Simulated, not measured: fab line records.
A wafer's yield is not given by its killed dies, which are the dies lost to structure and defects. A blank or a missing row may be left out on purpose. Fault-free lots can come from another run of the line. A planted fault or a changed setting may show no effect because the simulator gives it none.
Split-lot trial / flow n5_finfet / 7 lots, 39 wafers read, on a route of 1938 steps

## SPLIT DETAILS
At N5_SD_EPI_N_DESCUM_14 (chemistry O2, time 7.9 s), the setting time_s was moved away from the recipe's 7.9 s on 9 of the 39 wafers read, by -59.5% to +45.8%. For the rest of the wafers, this setting stayed at what the recipe calls for.

Between the split and the reading, the file records no step.

## THE READING
CAR-ArF-block_of_SD_EPI_N_COAT_03.thk_nm (the simulator's own value, which no gauge read), in nm, at N5_SD_EPI_N_ETCH_34 (etches SiARC in CF4, target depth 45.5 nm, time 75.8 s). There is no usual value for it anywhere in the file. The 30 wafers here that ran the recipe average 111.3 nm, standard deviation 0.48 nm.

wafer=L078.1; tool, chamber at the split=rie_diel-05, 1; time_s as run, s=7.9; against the recipe=recipe; CAR-ArF-block_of_SD_EPI_N_COAT_03.thk_nm, nm=110.8; against lot-mates on the recipe=-
wafer=L078.5; tool, chamber at the split=rie_diel-05, 0; time_s as run, s=7.9; against the recipe=recipe; CAR-ArF-block_of_SD_EPI_N_COAT_03.thk_nm, nm=110.8; against lot-mates on the recipe=-
wafer=L078.2; tool, chamber at the split=rie_diel-05, 0,3,3; time_s as run, s=11.52; against the recipe=+45.8%; CAR-ArF-block_of_SD_EPI_N_COAT_03.thk_nm, nm=108.4; against lot-mates on the recipe=-2.3
wafer=L078.4; tool, chamber at the split=rie_diel-05, 0,3,3; time_s as run, s=11.52; against the recipe=+45.8%; CAR-ArF-block_of_SD_EPI_N_COAT_03.thk_nm, nm=108.4; against lot-mates on the recipe=-2.3
wafer=L078.6; tool, chamber at the split=rie_diel-05, 0,3,3; time_s as run, s=11.52; against the recipe=+45.8%; CAR-ArF-block_of_SD_EPI_N_COAT_03.thk_nm, nm=108.4; against lot-mates on the recipe=-2.3
wafer=L078.3; tool, chamber at the split=rie_diel-05, 2; time_s as run, s=7.9; against the recipe=recipe; CAR-ArF-block_of_SD_EPI_N_COAT_03.thk_nm, nm=110.4; against lot-mates on the recipe=-
wafer=L084.2; tool, chamber at the split=rie_diel-02, 1; time_s as run, s=7.9; against the recipe=recipe; CAR-ArF-block_of_SD_EPI_N_COAT_03.thk_nm, nm=111.6; against lot-mates on the recipe=-
wafer=L084.4; tool, chamber at the split=rie_diel-02, 3; time_s as run, s=7.9; against the recipe=recipe; CAR-ArF-block_of_SD_EPI_N_COAT_03.thk_nm, nm=112.6; against lot-mates on the recipe=-
wafer=L084.5; tool, chamber at the split=rie_diel-02, 3; time_s as run, s=7.9; against the recipe=recipe; CAR-ArF-block_of_SD_EPI_N_COAT_03.thk_nm, nm=112.2; against lot-mates on the recipe=-
wafer=L085.1; tool, chamber at the split=rie_diel-05, 2; time_s as run, s=7.9; against the recipe=recipe; CAR-ArF-block_of_SD_EPI_N_COAT_03.thk_nm, nm=111.6; against lot-mates on the recipe=-
wafer=L085.2; tool, chamber at the split=rie_diel-05, 3; time_s as run, s=7.9; against the recipe=recipe; CAR-ArF-block_of_SD_EPI_N_COAT_03.thk_nm, nm=112; against lot-mates on the recipe=-
wafer=L085.3; tool, chamber at the split=rie_diel-05, 0; time_s as run, s=7.9; against the recipe=recipe; CAR-ArF-block_of_SD_EPI_N_COAT_03.thk_nm, nm=112; against lot-mates on the recipe=-
wafer=L085.4; tool, chamber at the split=rie_diel-05, 1,3; time_s as run, s=3.197; against the recipe=-59.5%; CAR-ArF-block_of_SD_EPI_N_COAT_03.thk_nm, nm=114; against lot-mates on the recipe=+2.1
wafer=L085.5; tool, chamber at the split=rie_diel-05, 1,3; time_s as run, s=3.197; against the recipe=-59.5%; CAR-ArF-block_of_SD_EPI_N_COAT_03.thk_nm, nm=114; against lot-mates on the recipe=+2.1
wafer=L085.6; tool, chamber at the split=rie_diel-05, 2; time_s as run, s=3.197; against the recipe=-59.5%; CAR-ArF-block_of_SD_EPI_N_COAT_03.thk_nm, nm=114.2; against lot-mates on the recipe=+2.3
wafer=L087.1; tool, chamber at the split=rie_diel-06, 3,0,2; time_s as run, s=7.9; against the recipe=recipe; CAR-ArF-block_of_SD_EPI_N_COAT_03.thk_nm, nm=111; against lot-mates on the recipe=-
wafer=L087.3; tool, chamber at the split=rie_diel-06, 3,0,2; time_s as run, s=7.9; against the recipe=recipe; CAR-ArF-block_of_SD_EPI_N_COAT_03.thk_nm, nm=111; against lot-mates on the recipe=-
wafer=L087.4; tool, chamber at the split=rie_diel-06, 3,0,2; time_s as run, s=7.9; against the recipe=recipe; CAR-ArF-block_of_SD_EPI_N_COAT_03.thk_nm, nm=111; against lot-mates on the recipe=-
wafer=L087.2; tool, chamber at the split=rie_diel-06, 1; time_s as run, s=10.76; against the recipe=+36.2%; CAR-ArF-block_of_SD_EPI_N_COAT_03.thk_nm, nm=109; against lot-mates on the recipe=-2.0
wafer=L087.5; tool, chamber at the split=rie_diel-06, 0; time_s as run, s=10.76; against the recipe=+36.2%; CAR-ArF-block_of_SD_EPI_N_COAT_03.thk_nm, nm=108.8; against lot-mates on the recipe=-2.2
wafer=L087.6; tool, chamber at the split=rie_diel-06, 1; time_s as run, s=10.76; against the recipe=+36.2%; CAR-ArF-block_of_SD_EPI_N_COAT_03.thk_nm, nm=109.2; against lot-mates on the recipe=-1.8
wafer=L089.1; tool, chamber at the split=rie_diel-05, 0; time_s as run, s=7.9; against the recipe=recipe; CAR-ArF-block_of_SD_EPI_N_COAT_03.thk_nm, nm=111; against lot-mates on the recipe=-
wafer=L089.2; tool, chamber at the split=rie_diel-05, 3,2,3,2; time_s as run, s=7.9; against the recipe=recipe; CAR-ArF-block_of_SD_EPI_N_COAT_03.thk_nm, nm=111; against lot-mates on the recipe=-
wafer=L089.3; tool, chamber at the split=rie_diel-05, 3,2,3,2; time_s as run, s=7.9; against the recipe=recipe; CAR-ArF-block_of_SD_EPI_N_COAT_03.thk_nm, nm=111; against lot-mates on the recipe=-
wafer=L089.6; tool, chamber at the split=rie_diel-05, 3,2,3,2; time_s as run, s=7.9; against the recipe=recipe; CAR-ArF-block_of_SD_EPI_N_COAT_03.thk_nm, nm=111; against lot-mates on the recipe=-
wafer=L089.4; tool, chamber at the split=rie_diel-05, 1; time_s as run, s=7.9; against the recipe=recipe; CAR-ArF-block_of_SD_EPI_N_COAT_03.thk_nm, nm=111.4; against lot-mates on the recipe=-
wafer=L089.5; tool, chamber at the split=rie_diel-05, 3,2,3,2; time_s as run, s=7.9; against the recipe=recipe; CAR-ArF-block_of_SD_EPI_N_COAT_03.thk_nm, nm=111.2; against lot-mates on the recipe=-
wafer=L093.1; tool, chamber at the split=rie_diel-06, 1,0,1,0; time_s as run, s=7.9; against the recipe=recipe; CAR-ArF-block_of_SD_EPI_N_COAT_03.thk_nm, nm=111; against lot-mates on the recipe=-
wafer=L093.4; tool, chamber at the split=rie_diel-06, 1,0,1,0; time_s as run, s=7.9; against the recipe=recipe; CAR-ArF-block_of_SD_EPI_N_COAT_03.thk_nm, nm=111; against lot-mates on the recipe=-
wafer=L093.5; tool, chamber at the split=rie_diel-06, 1,0,1,0; time_s as run, s=7.9; against the recipe=recipe; CAR-ArF-block_of_SD_EPI_N_COAT_03.thk_nm, nm=111; against lot-mates on the recipe=-
wafer=L093.6; tool, chamber at the split=rie_diel-06, 1,0,1,0; time_s as run, s=7.9; against the recipe=recipe; CAR-ArF-block_of_SD_EPI_N_COAT_03.thk_nm, nm=111; against lot-mates on the recipe=-
wafer=L093.2; tool, chamber at the split=rie_diel-06, 2; time_s as run, s=7.9; against the recipe=recipe; CAR-ArF-block_of_SD_EPI_N_COAT_03.thk_nm, nm=110.8; against lot-mates on the recipe=-
wafer=L093.3; tool, chamber at the split=rie_diel-06, 3; time_s as run, s=7.9; against the recipe=recipe; CAR-ArF-block_of_SD_EPI_N_COAT_03.thk_nm, nm=111.4; against lot-mates on the recipe=-
wafer=L095.1; tool, chamber at the split=rie_diel-02, 1,2; time_s as run, s=7.9; against the recipe=recipe; CAR-ArF-block_of_SD_EPI_N_COAT_03.thk_nm, nm=111.8; against lot-mates on the recipe=-
wafer=L095.5; tool, chamber at the split=rie_diel-02, 1,2; time_s as run, s=7.9; against the recipe=recipe; CAR-ArF-block_of_SD_EPI_N_COAT_03.thk_nm, nm=111.8; against lot-mates on the recipe=-
wafer=L095.2; tool, chamber at the split=rie_diel-02, 2,0; time_s as run, s=7.9; against the recipe=recipe; CAR-ArF-block_of_SD_EPI_N_COAT_03.thk_nm, nm=111.6; against lot-mates on the recipe=-
wafer=L095.3; tool, chamber at the split=rie_diel-02, 3; time_s as run, s=7.9; against the recipe=recipe; CAR-ArF-block_of_SD_EPI_N_COAT_03.thk_nm, nm=111; against lot-mates on the recipe=-
wafer=L095.4; tool, chamber at the split=rie_diel-02, 2,0; time_s as run, s=7.9; against the recipe=recipe; CAR-ArF-block_of_SD_EPI_N_COAT_03.thk_nm, nm=111.4; against lot-mates on the recipe=-
wafer=L095.6; tool, chamber at the split=rie_diel-02, 1; time_s as run, s=7.9; against the recipe=recipe; CAR-ArF-block_of_SD_EPI_N_COAT_03.thk_nm, nm=111.4; against lot-mates on the recipe=-
When a row names more than one chamber, that row covers several wafers, and the file does not tell which wafer ran in which chamber.

FIT RESULTS
A straight line over all 39 wafers: CAR-ArF-block_of_SD_EPI_N_COAT_03.thk_nm changes by -0.0544 nm for each +1% of time_s; r = -0.94; the points scatter about the line by 0.47 nm.
The same after taking each lot's own level away (the mean of its wafers on the recipe; 39 wafers): -0.0439 nm for each +1%; r = -0.97; scatter 0.26 nm.
The reading moves by 2.6 nm for the largest change in time_s, on that fit.
Across the lots, their own levels run from 110.67 to 112.13 nm, a range of 3.0 times the standard deviation given above.
In other words, the slope is changed by the lot-to-lot level; the two fits disagree.
Check: +2.63 nm against its lot-mates is what the line predicts for one of the wafers moved furthest among these (-59.5%) when that wafer is left out of the fit. Against them it came out at +2.13 nm.

## THE WHOLE CHAIN: every reading that the file lists as answering this split, in the file's order
step=N5_SD_EPI_N_DESCUM_14; what it does=chemistry O2, time 7.9 s; reading=CAR-ArF-block_of_SD_EPI_N_COAT_03.thk_nm (the simulator's own value, which no gauge read); change (the file's fit)=-0.0452 nm for each +1% of the setting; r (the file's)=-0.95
step=N5_SD_EPI_N_ETCH_34; what it does=etches SiARC in CF4, target depth 45.5 nm, time 75.8 s; reading=CAR-ArF-block_of_SD_EPI_N_COAT_03.thk_nm (the simulator's own value, which no gauge read); change (the file's fit)=-0.0442 nm for each +1% of the setting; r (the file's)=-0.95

## FILE'S OWN FIT
CAR-ArF-block_of_SD_EPI_N_COAT_03.thk_nm changes by -0.0442 nm for each +1% of time_s, r = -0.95.
